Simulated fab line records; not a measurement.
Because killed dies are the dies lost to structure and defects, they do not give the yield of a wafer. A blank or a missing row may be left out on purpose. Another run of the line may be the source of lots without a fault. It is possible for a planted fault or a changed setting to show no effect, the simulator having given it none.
8D (eight disciplines) problem report, filled in by code || flow nand_harc || the parts of the form that need people (team, actions taken, sign-off) are left out

## 1. THE PROBLEM
killed_dies at NHARC_END_SORT_01 reads a mean of 332 on 1 wafer of 1 lot; wafers without a fault read 65 with a standard deviation of 20. Measured from the usual mean, that is +13 standard deviations.
Seen first at day 28 16:17 on prober-02, wafer L854.3. The record holds 6 wafers of 2 lots with a number at this step. By rule, "out" or "out of limits" means more than 4 standard deviations away from the usual mean. Any other wafer with a number is counted as sound.

## 2. WHAT IT IS; WHAT IT IS NOT
{"question": "which readings at this step", "is": "killed_dies, killed_at_array", "is not": "killed_at_periphery, killed_open, killed_short"}
{"question": "which lots", "is": "L854", "is not": "L852"}
{"question": "which wafers of those lots", "is": "L854.3", "is not": "L854.1, L854.5"}
{"question": "read on which gauges", "is": "prober-02", "is not": "prober-01"}
{"question": "when", "is": "from day 28 16:17", "is not": "up to then (4 sound wafers); but 1 sound wafer of L854 came after"}

## 3. SUSPECTS, AND WHAT RULES EACH OUT
Counting: any tool at a process step up to the reading remains a suspect provided it ran every lot that is out. Sound lots after the first of them don't rule it out here, since some wafers of a struck lot are sound.
- the gauge at NHARC_END_SORT_01 is ruled out. All the wafers that are out were read on prober-02, but those of them that NHARC_A_CHANNEL_HOLE_D1_ETCH_39 has rows for are out there too, on other tools.
- rie_diel-12 at NHARC_A_CHANNEL_HOLE_D1_ETCH_39 (etches the open film in N2/H2, target depth 260 nm, time 325 s): kept. It ran the lot that is out, L854 (day 13 01:02). Out on those wafers are its own readings of oes_product_au.
- har_etch-01 at NHARC_A_CHANNEL_HOLE_D1_ETCH_20 (etches the open film in C4F8/O2/Ar, time 361.9 s, target depth 1600 nm): kept. It ran the lot that is out, L854 (day 13 02:19).
- Within rie_diel-12 at NHARC_A_CHANNEL_HOLE_D1_ETCH_39: the wafers that are out ran in chamber 2; their sound lot-mates ran in chambers 1, 3.
After counting, rie_diel-12 at NHARC_A_CHANNEL_HOLE_D1_ETCH_39 and har_etch-01 at NHARC_A_CHANNEL_HOLE_D1_ETCH_20 remain.

## 4. THE CAUSE (what the simulator had put in)
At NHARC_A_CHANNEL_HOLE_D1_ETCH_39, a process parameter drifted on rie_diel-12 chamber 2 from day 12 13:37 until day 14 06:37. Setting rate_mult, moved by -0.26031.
Counting left 2 suspects, and this tool is among them.

## 5. THE CHAIN OF EFFECTS, in route order
Rows list readings where the struck wafers' mean (over those with a number) sits beyond 3 standard deviations from the usual. Scope: only readings with a usual standard deviation given in the record; hours: median across lots of the time from each lot's start at the first step in this table that gives one to its start at this step; sigmas: change in usual standard deviations.
{"hours": 0, "step": "NHARC_A_CHANNEL_HOLE_D1_ETCH_39", "reading": "oes_product_au", "usual": "0.999 a.u.", "on struck wafers": 0.838, "change": -0.161, "sigmas": -21}
{"hours": 375, "step": "NHARC_END_SORT_01", "reading": "killed_at_array", "usual": 60, "on struck wafers": 319, "change": "+259", "sigmas": "+12"}
{"hours": 375, "step": "NHARC_END_SORT_01", "reading": "killed_dies", "usual": 65, "on struck wafers": 332, "change": "+267", "sigmas": "+13"}
It contains these process steps:
- NHARC_A_CHANNEL_HOLE_D1_ETCH_39: etches the open film in N2/H2, target depth 260 nm, time 325 s.

## 6. HOW IT WOULD HAVE BEEN CAUGHT EARLIER
Counted from the fault's start at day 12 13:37, it took 387 hours until the first out-of-limits reading at a measuring or inspecting step in this record, taken at day 28 16:17.
At NHARC_A_CHANNEL_HOLE_D1_ETCH_39, the tool's own readings (oes_product_au) were out on each struck wafer the step has a row for, so an alarm limit on them would have fired on the first such wafer.
All the lots that are out (1) had begun NHARC_A_CHANNEL_HOLE_D1_ETCH_39 on rie_diel-12 by day 28 16:17. A hold on the tool at that time would have spared none of them.
